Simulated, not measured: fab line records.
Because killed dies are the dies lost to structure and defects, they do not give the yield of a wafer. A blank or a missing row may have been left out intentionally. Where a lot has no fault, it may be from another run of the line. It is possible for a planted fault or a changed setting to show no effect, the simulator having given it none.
Chamber matching -- flow nand-harc -- 4 sister chambers for NHARC_P_STI_ETCH_15 on rie-si-02
The step etches the open film in HBr/Cl2, target depth 300 nm, time 100.1 s. 8 wafers are shown with their chamber, then 9 later ones without.

## WAFERS, EACH WITH ITS CHAMBER
wafer,chamber,drypump-motor-current-A (A),oes-product-au (a.u.)
L074.1,3,6.4,0.992
L078.5,0,6.1,0.999
L085.3,2,5.9,0.989
L085.4,1,6.4,1.009
L085.5,1,6.4,1.008
L087.1,0,6.0,1.006
L087.2,2,5.9,0.990
L087.4,3,6.5,0.988

## WAFERS WITHOUT THEIR CHAMBER
wafer,drypump-motor-current-A (A),oes-product-au (a.u.)
L093.1,6.0,1.043
L093.2,6.4,1.013
L093.5,6.5,0.987
L096.1,6.4,1.009
L096.3,5.9,0.993
L096.4,5.9,0.984
L097.2,5.9,0.988
L097.5,6.4,1.000
L097.6,5.9,0.977

## EACH ONE'S CHAMBER
wafer,from the rows above,in truth
L093.1,can't be placed: 0 or 1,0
L093.2,1,1
L093.5,3,3
L096.1,1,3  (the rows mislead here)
L096.3,2,2
L096.4,2,2
L097.2,2,2
L097.5,can't be placed: 1 or 3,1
L097.6,2,2
Placed correctly: 6 of 9. Can't be placed from these rows: 2 (the true chamber is among the candidates in 2). Wrongly placed: 1.
How it was worked out, from the rows above alone: a wafer's distance from a chamber is the root of the sum, over the readings, of the square of ((its reading less the chamber's mean) divided by the reading's scatter). If the next closest chamber is less than 2 further off than the closest, the wafer can't be placed; otherwise it belongs to the closest. For every chamber, the mean is computed from those of its wafers that are shown. How the scatter is found: for the shown wafers, subtract from each reading the mean of its chamber, square and add these, divide the total by (wafers less chambers), then take the root.
